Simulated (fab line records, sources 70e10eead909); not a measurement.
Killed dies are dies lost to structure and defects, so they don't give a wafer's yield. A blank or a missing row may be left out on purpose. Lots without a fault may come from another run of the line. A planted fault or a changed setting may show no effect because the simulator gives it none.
Chamber matching | flow nand_harc | NHARC_A_CONTACT_ETCH_48 on rie_diel-11: 4 sister chambers
The step etches the open film in CF4, target depth 39 nm, time 65 s. 14 wafers are shown with their chamber, then 7 later ones without.

WAFERS WITH THEIR CHAMBER
wafer  | chamber | drypump_motor_current_A (A) | showerhead_plenum_p_Torr (Torr) | oes_product_au (a.u.)
L952.4 | 3       | 5.0                         | 1.74                            | 1.000
L952.5 | 3       | 5.0                         | 1.74                            | 0.996
L952.6 | 2       | 6.0                         | 1.81                            | 0.995
L951.1 | 0       | 6.0                         | 1.76                            | 0.996
L951.2 | 3       | 5.0                         | 1.74                            | 0.995
L951.6 | 2       | 6.0                         | 1.81                            | 0.988
L956.4 | 1       | 5.4                         | 1.67                            | 1.011
L956.5 | 1       | 5.4                         | 1.67                            | 1.008
L956.6 | 2       | 6.0                         | 1.81                            | 0.989
L959.1 | 1       | 5.3                         | 1.67                            | 1.001
L959.2 | 2       | 6.0                         | 1.81                            | 0.989
L959.3 | 3       | 5.0                         | 1.74                            | 0.988
L965.1 | 3       | 5.0                         | 1.73                            | 1.005
L965.4 | 0       | 6.0                         | 1.75                            | 0.995

SIGNATURES (means of the wafers above)
reading                  | chamber 0 | chamber 1 | chamber 2 | chamber 3 | scatter within a chamber
drypump_motor_current_A  | 6.000     | 5.367     | 6.000     | 5.000     | 0.0258
showerhead_plenum_p_Torr | 1.7550    | 1.6700    | 1.8100    | 1.7380    | 0.00361
oes_product_au           | 0.99550   | 1.00667   | 0.99025   | 0.99680   | 0.00493
Rule: a wafer's distance from a chamber is the root of the sum, over the readings, of the square of ((its reading less the chamber's mean) divided by the reading's scatter). The wafer belongs to the nearest chamber; if the next one is less than 2 further off, it can't be placed. The scatter: the root of (the sum of the squares of (reading less its chamber's mean) over the shown wafers, divided by (wafers less chambers)).

WAFERS WITHOUT THEIR CHAMBER
wafer  | drypump_motor_current_A (A) | showerhead_plenum_p_Torr (Torr) | oes_product_au (a.u.)
L965.5 | 5.3                         | 1.67                            | 1.001
L972.2 | 6.0                         | 1.80                            | 0.988
L972.4 | 5.0                         | 1.73                            | 1.002
L972.5 | 5.3                         | 1.66                            | 0.999
L973.1 | 5.0                         | 1.73                            | 1.001
L973.2 | 5.3                         | 1.66                            | 0.994
L973.3 | 6.0                         | 1.74                            | 1.011

WHICH CHAMBER EACH WENT THROUGH
wafer  | from the rows above | in truth
L965.5 | 1                   | 1
L972.2 | 2                   | 2
L972.4 | 3                   | 3
L972.5 | 1                   | 1
L973.1 | 3                   | 3
L973.2 | 1                   | 1
L973.3 | 0                   | 0
Placed correctly: 7 of 7. Can't be placed from these rows: 0. Placed wrongly: 0.
